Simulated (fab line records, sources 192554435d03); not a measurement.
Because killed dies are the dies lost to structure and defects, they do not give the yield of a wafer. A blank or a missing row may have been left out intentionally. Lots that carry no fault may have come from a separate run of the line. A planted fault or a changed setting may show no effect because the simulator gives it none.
Which tool is to blame?	flow n5 finfet	72 wafers from 24 lots sampled at 6 of the route's 1938 steps

## WHAT THE GAUGES SHOWED, per wafer
Not one reading of a measure or inspect step in the record can be checked against a usual standard deviation.

## WHAT TOOL EACH LOT RAN ON (gives the tool, then ch and the chambers of the sampled wafers, and finally the start)
lot	N5_BEOL_M3_STRIP_97	N5_BEOL_M3_SPUTTER_48	N5_BEOL_M3_SPUTTER_81	N5_BEOL_M3_ANNEAL_89	N5_BEOL_M3_SPUTTER_92	N5_BEOL_M4_ILD_DEP_00
L074	rie diel-01 ch 0,3, day 7 14:17 or earlier	pvd sputter-03, day 7 14:17	pvd sputter-03, day 7 14:43	pvd sputter-03, day 7 15:14	pvd sputter-03, day 7 15:36	pecvd-03 ch 0,2, day 7 17:13
L075	rie diel-04 ch 0,1, day 7 19:25 or earlier	pvd sputter-03, day 7 19:25	pvd sputter-03, day 7 19:52	pvd sputter-03, day 7 20:23	pvd sputter-03, day 7 20:44	pecvd-02 ch 0,1,2, day 7 22:20
L076	rie diel-04 ch 0,1,3, day 7 22:22 or earlier	pvd sputter-02, day 7 22:22	pvd sputter-02, day 7 22:49	pvd sputter-02, day 7 23:20	pvd sputter-02, day 7 23:41	pecvd-04 ch 0,1,2, day 8 01:14
L077	rie diel-01 ch 0,2,3, day 7 22:41 or earlier	pvd sputter-01, day 7 22:41	pvd sputter-01, day 7 23:07	pvd sputter-01, day 7 23:38	pvd sputter-01, day 8 00:00	pecvd-02 ch 0,1,2, day 8 01:40
L078	rie diel-03 ch 0,1,2, day 8 01:40 or earlier	pvd sputter-02, day 8 01:40	pvd sputter-02, day 8 02:07	pvd sputter-02, day 8 02:38	pvd sputter-02, day 8 02:59	pecvd-02 ch 0,1,2, day 8 04:35
L079	rie diel-03 ch 0,2, day 8 11:31 or earlier	pvd sputter-01, day 8 11:31	pvd sputter-01, day 8 11:58	pvd sputter-01, day 8 12:29	pvd sputter-01, day 8 12:50	pecvd-04 ch 1,2, day 8 14:25
L080	rie diel-04 ch 2,3, day 8 14:26 or earlier	pvd sputter-01, day 8 14:26	pvd sputter-01, day 8 14:53	pvd sputter-01, day 8 15:49	pvd sputter-01, day 8 16:11	pecvd-03 ch 1,2, day 8 17:46
L081	rie diel-01 ch 1,2, day 8 22:40 or earlier	pvd sputter-01, day 8 22:40	pvd sputter-01, day 8 23:06	pvd sputter-01, day 8 23:37	pvd sputter-01, day 8 23:59	pecvd-04 ch 0,2, day 9 01:38
L082	rie diel-04 ch 2,3, day 9 08:05 or earlier	pvd sputter-02, day 9 08:05	pvd sputter-02, day 9 10:45	pvd sputter-02, day 9 11:16	pvd sputter-02, day 9 11:38	pecvd-04 ch 0,1,2, day 9 13:11
L083	rie diel-04 ch 1,3, day 9 16:33 or earlier	pvd sputter-02, day 9 16:33	pvd sputter-02, day 9 16:59	pvd sputter-02, day 9 17:31	pvd sputter-02, day 9 17:52	pecvd-04 ch 0,2, day 9 19:25
L084	rie diel-03 ch 0,1,2, day 9 20:51 or earlier	pvd sputter-02, day 9 20:51	pvd sputter-02, day 9 21:17	pvd sputter-02, day 9 21:49	pvd sputter-02, day 9 22:10	pecvd-02 ch 0,2, day 9 23:43
L085	rie diel-01 ch 0,1,2, day 10 00:02 or earlier	pvd sputter-03, day 10 00:02	pvd sputter-03, day 10 00:29	pvd sputter-03, day 10 01:00	pvd sputter-03, day 10 01:22	pecvd-03 ch 0,2, day 10 02:55
L086	rie diel-01 ch 2,3, day 10 03:50 or earlier	pvd sputter-03, day 10 03:50	pvd sputter-03, day 10 04:17	pvd sputter-03, day 10 04:48	pvd sputter-03, day 10 05:10	pecvd-02 ch 0,1,2, day 10 06:46
L087	rie diel-04 ch 2,3, day 10 19:53 or earlier	pvd sputter-02, day 10 19:53	pvd sputter-02, day 10 20:19	pvd sputter-02, day 10 20:50	pvd sputter-02, day 10 21:12	pecvd-02 ch 0,1, day 10 22:49
L090	rie diel-01 ch 0,3, day 11 05:29 or earlier	pvd sputter-01, day 11 05:29	pvd sputter-01, day 11 05:55	pvd sputter-01, day 11 06:26	pvd sputter-01, day 11 06:48	pecvd-03 ch 0,2, day 11 08:21
L088	rie diel-03 ch 0,1,2, day 11 07:19 or earlier	pvd sputter-01, day 11 07:19	pvd sputter-01, day 11 07:46	pvd sputter-01, day 11 08:17	pvd sputter-01, day 11 08:38	pecvd-03 ch 0,1, day 11 10:13
L089	rie diel-01 ch 0,2,3, day 11 10:26 or earlier	pvd sputter-01, day 11 10:26	pvd sputter-01, day 11 10:53	pvd sputter-01, day 11 11:24	pvd sputter-01, day 11 11:46	pecvd-03 ch 0,2, day 11 13:19
L091	rie diel-03 ch 0,3, day 11 13:23 or earlier	pvd sputter-03, day 11 13:23	pvd sputter-03, day 11 13:49	pvd sputter-03, day 11 14:20	pvd sputter-03, day 11 14:42	pecvd-04 ch 0,1, day 11 16:15
L092	rie diel-01 ch 0,1,2, day 11 16:50 or earlier	pvd sputter-01, day 11 16:50	pvd sputter-01, day 11 17:16	pvd sputter-01, day 11 17:47	pvd sputter-01, day 11 18:09	pecvd-04 ch 0,1,2, day 11 19:42
L093	rie diel-01 ch 2,3, day 11 23:58 or earlier	pvd sputter-03, day 11 23:58	pvd sputter-03, day 12 00:24	pvd sputter-03, day 12 00:55	pvd sputter-03, day 12 01:17	pecvd-04 ch 1,2, day 12 02:50
L094	rie diel-03 ch 0,1,3, day 12 02:59 or earlier	pvd sputter-03, day 12 02:59	pvd sputter-03, day 12 03:25	pvd sputter-03, day 12 03:56	pvd sputter-03, day 12 04:18	pecvd-02 ch 0,2, day 12 05:52
L095	rie diel-04 ch 0,3, day 12 14:24 or earlier	pvd sputter-03, day 12 14:24	pvd sputter-03, day 12 14:50	pvd sputter-03, day 12 15:22	pvd sputter-03, day 12 15:43	pecvd-04 ch 1,2, day 12 17:17
L096	rie diel-01 ch 0,3, day 13 06:00 or earlier	pvd sputter-01, day 13 06:00	pvd sputter-01, day 13 06:26	pvd sputter-01, day 13 06:58	pvd sputter-01, day 13 07:19	pecvd-03 ch 1,2, day 13 08:53
L097	rie diel-04 ch 1,2, day 13 11:25 or earlier	pvd sputter-03, day 13 11:25	pvd sputter-03, day 13 11:52	pvd sputter-03, day 13 12:23	pvd sputter-03, day 13 12:44	pecvd-04 ch 0,2, day 13 14:36
- N5_BEOL_M3_STRIP_97: strips in N2/H2, time 10 s.
- N5_BEOL_M3_SPUTTER_48: material Cu, target thk 4.5 nm, time 8.29 s.
- N5_BEOL_M3_SPUTTER_81: material Cu, target thk 4.5 nm, time 8.29 s.
- N5_BEOL_M3_ANNEAL_89: time 240 s.
- N5_BEOL_M3_SPUTTER_92: material Cu, target thk 4.5 nm, time 8.29 s.
- N5_BEOL_M4_ILD_DEP_00: deposits SiOC from DEMS/O2, target thk 79 nm, time 15.3 s.

## WHAT THE TOOLS THEMSELVES READ (means of the sampled wafers that have a number; where no wafer has one, the mark that the record gives instead)
N5_BEOL_M3_STRIP_97.
lot	tool	chamber pressure mTorr (mTorr)	drypump motor current A (A)	oes product au (a.u.)	rf vpp V (V)	showerhead plenum p Torr (Torr)	temp c (C)	throttle valve pct (%)
L074	rie diel-01	19.992	5.9	0.90	59.2	2.51	40.06	23.4
L075	rie diel-04	20.005	6.3	0.76	59.1	2.57	39.96	23.9
L076	rie diel-04	19.990	6.3	0.73	58.3	2.53	40.07	23.9
L077	rie diel-01	20.004	5.8	0.91	58.2	2.52	40.06	23.4
L078	rie diel-03	19.993	5.3	0.77	58.3	2.50	40.20	23.5
L079	rie diel-03	19.996	5.3	0.74	60.0	2.46	39.99	23.6
L080	rie diel-04	19.980	6.0	0.83	58.7	2.55	40.02	24.0
L081	rie diel-01	20.007	5.5	0.79	58.7	2.51	39.94	23.7
L082	rie diel-04	20.008	6.0	0.83	59.0	2.55	40.07	24.1
L083	rie diel-04	19.987	6.5	0.77	59.6	2.50	40.01	23.8
L084	rie diel-03	20.012	5.3	0.76	59.3	2.50	40.03	23.5
L085	rie diel-01	19.979	5.3	0.84	58.8	2.53	39.97	23.5
L086	rie diel-01	20.007	6.2	0.91	59.2	2.49	39.96	23.4
L087	rie diel-04	19.998	6.0	0.81	58.2	2.54	39.95	24.1
L090	rie diel-01	20.000	5.3	0.86	59.1	2.53	39.94	23.4
L088	rie diel-03	20.007	5.3	0.74	59.4	2.49	39.93	23.5
L089	rie diel-01	20.018	5.7	0.87	59.0	2.51	39.92	23.4
L091	rie diel-03	20.000	5.8	0.75	60.2	2.59	40.02	23.3
L092	rie diel-01	20.018	5.4	0.82	59.3	2.52	39.98	23.6
L093	rie diel-01	20.017	6.3	0.87	59.4	2.48	40.19	23.5
L094	rie diel-03	19.994	5.5	0.76	59.8	2.56	39.98	23.4
L095	rie diel-04	20.010	6.0	0.84	59.0	2.54	39.91	23.9
L096	rie diel-01	20.011	5.3	0.84	60.1	2.53	40.05	23.4
L097	rie diel-04	19.983	6.0	0.81	59.4	2.58	39.98	24.0

N5_BEOL_M3_SPUTTER_48.
lot	tool	throttle valve pct (%)
L074	pvd sputter-03	30.1
L075	pvd sputter-03	30.5
L076	pvd sputter-02	29.4
L077	pvd sputter-01	29.5
L078	pvd sputter-02	29.9
L079	pvd sputter-01	30.3
L080	pvd sputter-01	29.9
L081	pvd sputter-01	29.4
L082	pvd sputter-02	28.7
L083	pvd sputter-02	29.4
L084	pvd sputter-02	29.6
L085	pvd sputter-03	30.3
L086	pvd sputter-03	30.5
L087	pvd sputter-02	30.6
L090	pvd sputter-01	30.7
L088	pvd sputter-01	29.8
L089	pvd sputter-01	29.6
L091	pvd sputter-03	30.6
L092	pvd sputter-01	30.2
L093	pvd sputter-03	30.2
L094	pvd sputter-03	30.3
L095	pvd sputter-03	30.4
L096	pvd sputter-01	30.6
L097	pvd sputter-03	30.6

N5_BEOL_M3_SPUTTER_81.
lot	tool	throttle valve pct (%)
L074	pvd sputter-03	30.1
L075	pvd sputter-03	30.6
L076	pvd sputter-02	29.4
L077	pvd sputter-01	29.3
L078	pvd sputter-02	30.3
L079	pvd sputter-01	30.4
L080	pvd sputter-01	30.1
L081	pvd sputter-01	29.4
L082	pvd sputter-02	28.9
L083	pvd sputter-02	29.6
L084	pvd sputter-02	29.5
L085	pvd sputter-03	30.3
L086	pvd sputter-03	30.5
L087	pvd sputter-02	30.8
L090	pvd sputter-01	30.8
L088	pvd sputter-01	29.9
L089	pvd sputter-01	29.6
L091	pvd sputter-03	30.7
L092	pvd sputter-01	30.5
L093	pvd sputter-03	30.1
L094	pvd sputter-03	30.4
L095	pvd sputter-03	30.2
L096	pvd sputter-01	30.9
L097	pvd sputter-03	30.5

N5_BEOL_M3_ANNEAL_89.
lot	tool	heater power w (W)
L074	pvd sputter-03	812
L075	pvd sputter-03	847
L076	pvd sputter-02	904
L077	pvd sputter-01	803
L078	pvd sputter-02	929
L079	pvd sputter-01	809
L080	pvd sputter-01	815
L081	pvd sputter-01	795
L082	pvd sputter-02	966
L083	pvd sputter-02	905
L084	pvd sputter-02	912
L085	pvd sputter-03	842
L086	pvd sputter-03	833
L087	pvd sputter-02	870
L090	pvd sputter-01	796
L088	pvd sputter-01	789
L089	pvd sputter-01	824
L091	pvd sputter-03	855
L092	pvd sputter-01	799
L093	pvd sputter-03	826
L094	pvd sputter-03	842
L095	pvd sputter-03	834
L096	pvd sputter-01	800
L097	pvd sputter-03	848

N5_BEOL_M3_SPUTTER_92.
lot	tool	throttle valve pct (%)
L074	pvd sputter-03	30.0
L075	pvd sputter-03	30.6
L076	pvd sputter-02	29.4
L077	pvd sputter-01	29.4
L078	pvd sputter-02	29.9
L079	pvd sputter-01	30.4
L080	pvd sputter-01	30.1
L081	pvd sputter-01	29.5
L082	pvd sputter-02	28.6
L083	pvd sputter-02	29.5
L084	pvd sputter-02	29.5
L085	pvd sputter-03	30.3
L086	pvd sputter-03	30.6
L087	pvd sputter-02	30.6
L090	pvd sputter-01	30.8
L088	pvd sputter-01	29.8
L089	pvd sputter-01	29.7
L091	pvd sputter-03	30.5
L092	pvd sputter-01	30.3
L093	pvd sputter-03	30.2
L094	pvd sputter-03	30.2
L095	pvd sputter-03	30.3
L096	pvd sputter-01	30.7
L097	pvd sputter-03	30.6

N5_BEOL_M4_ILD_DEP_00.
lot	tool	heater power w (W)	showerhead plenum p Torr (Torr)	throttle valve pct (%)
L074	pecvd-03	572	5.721	11.3
L075	pecvd-02	420	5.692	11.8
L076	pecvd-04	528	5.703	11.9
L077	pecvd-02	436	5.684	11.8
L078	pecvd-02	462	5.684	11.8
L079	pecvd-04	565	5.701	12.0
L080	pecvd-03	475	5.722	11.5
L081	pecvd-04	518	5.685	11.7
L082	pecvd-04	503	5.700	12.1
L083	pecvd-04	473	5.688	11.7
L084	pecvd-02	512	5.671	11.9
L085	pecvd-03	492	5.722	11.5
L086	pecvd-02	463	5.683	11.8
L087	pecvd-02	467	5.683	11.7
L090	pecvd-03	563	5.717	11.5
L088	pecvd-03	514	5.716	11.6
L089	pecvd-03	507	5.725	11.8
L091	pecvd-04	453	5.706	12.1
L092	pecvd-04	526	5.711	11.9
L093	pecvd-04	562	5.697	11.9
L094	pecvd-02	504	5.677	11.8
L095	pecvd-04	611	5.710	12.0
L096	pecvd-03	464	5.710	11.7
L097	pecvd-04	494	5.701	11.9

## THE ANSWER, worked out from the rows above alone
Rule: what is usual is taken from the lots themselves. Put in order of their means at a reading, lots are off if they are a third of the lots or fewer, leave a main group of 4 or more, and stand apart from it by a gap of 3 or more times the standard deviation of the main group's means; of several such gaps the widest counts. A main group is skipped when, at the precision printed for the reading in the tables above, its means are all equal. A lot without any number at a reading at which 4 lots or more have one is off too. The other lots that the step has rows for count as sound. After the gauges, taken in route order, come the tools' own readings; for these a lot's mean is taken, as printed above. The first step at which some lot is off is used, and at that step the reading that is off furthest; a lot without a number counts as furthest.
Nothing can be told from this: no lot is off at any reading shown.

## WHAT WAS PUT IN BY THE SIMULATOR
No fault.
